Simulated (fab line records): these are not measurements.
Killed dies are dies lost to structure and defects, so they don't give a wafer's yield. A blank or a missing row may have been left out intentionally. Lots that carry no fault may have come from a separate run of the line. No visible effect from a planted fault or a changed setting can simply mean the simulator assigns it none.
A struck lot beside a sound one + flow nandHarc + 14 out of 1302 route steps
Sound: wafers L271.1, L271.2, L271.4. Wafers L280.1, L280.2, L280.4 were the ones struck. The cause is given at the end.
At each step with rows: each side's tool, then ch and its chambers, then its first start. Under that, the readings that differ: sound wafers + struck wafers + difference of the means + sigmas: that difference in standard deviations of wafers without a fault.
alike: readings with means less than 2 such deviations apart, plus words and numbers identical on both sides. not compared: withheld readings, readings lacking a value on some wafer, bounds such as >300 that could conceal the same value, and numbers that have no deviation in the record and whose values overlap.
The two part at a step that has a row with sigmas, a row that says differs or no value, or rows on one side only. Numbers that don't overlap but have no deviation are shown without sigmas and don't part them. Lack of a reading on every wafer of one side parts them only where that side has two or more wafers.

first, 2 steps without rows for these wafers: NHARC_P_STI_SRD_39; NHARC_P_STI_OXIDE_40 (material SiO2, target thk 10 nm, ox time 1362 s).
NHARC_P_STI_INSPECT_25:
  sound: defectInspect-01 at day 6 15:55; struck: defectInspect-02 at day 10 02:50
| reading        | sound       | struck      | difference | sigmas |
|----------------|-------------|-------------|------------|--------|
| rawDefectCount | 435 476 413 | 237 209 239 | -213       | -3     |
then, 9 steps without rows for these wafers: NHARC_P_GATE_ETCH_69 (etches SiO2 in dHF, target depth 14 nm); NHARC_P_GATE_PRECLEAN_70 (cleans in SC1); NHARC_P_GATE_SRD_01; NHARC_P_GATE_OXIDE_02 (material SiO2, target thk 37.5 nm, ox time 365 s); NHARC_P_GATE_DEHYDRATE_03 (time 120 s); NHARC_P_GATE_HMDS_04 (time 30 s); NHARC_P_GATE_COAT_05; NHARC_P_GATE_SOFTBAKE_06 (time 95 s); NHARC_P_GATE_EBR_07.
NHARC_P_GATE_EXPOSE_08: exposes mask P HV.
  sound on krfScanner-03 ch 0, day 7 00:07; struck on krfScanner-02 ch 0, day 10 11:31
| reading                      | sound             | struck            | difference | sigmas |
|------------------------------|-------------------|-------------------|------------|--------|
| model.P_GATE.overlayXNm (nm) | 6.095 6.095 6.095 | 35.79 35.79 35.79 | +29.70     |        |
  alike: mask
then, 1 step without rows for these wafers: NHARC_P_GATE_PEB_09 (peb time 85 s).

== WHERE THEY PART ==
Within this record, at NHARC_P_STI_INSPECT_25 only. Later steps at which nothing parts them and some readings are alike: NHARC_P_GATE_EXPOSE_08.

WHY: what had been put in by the simulator
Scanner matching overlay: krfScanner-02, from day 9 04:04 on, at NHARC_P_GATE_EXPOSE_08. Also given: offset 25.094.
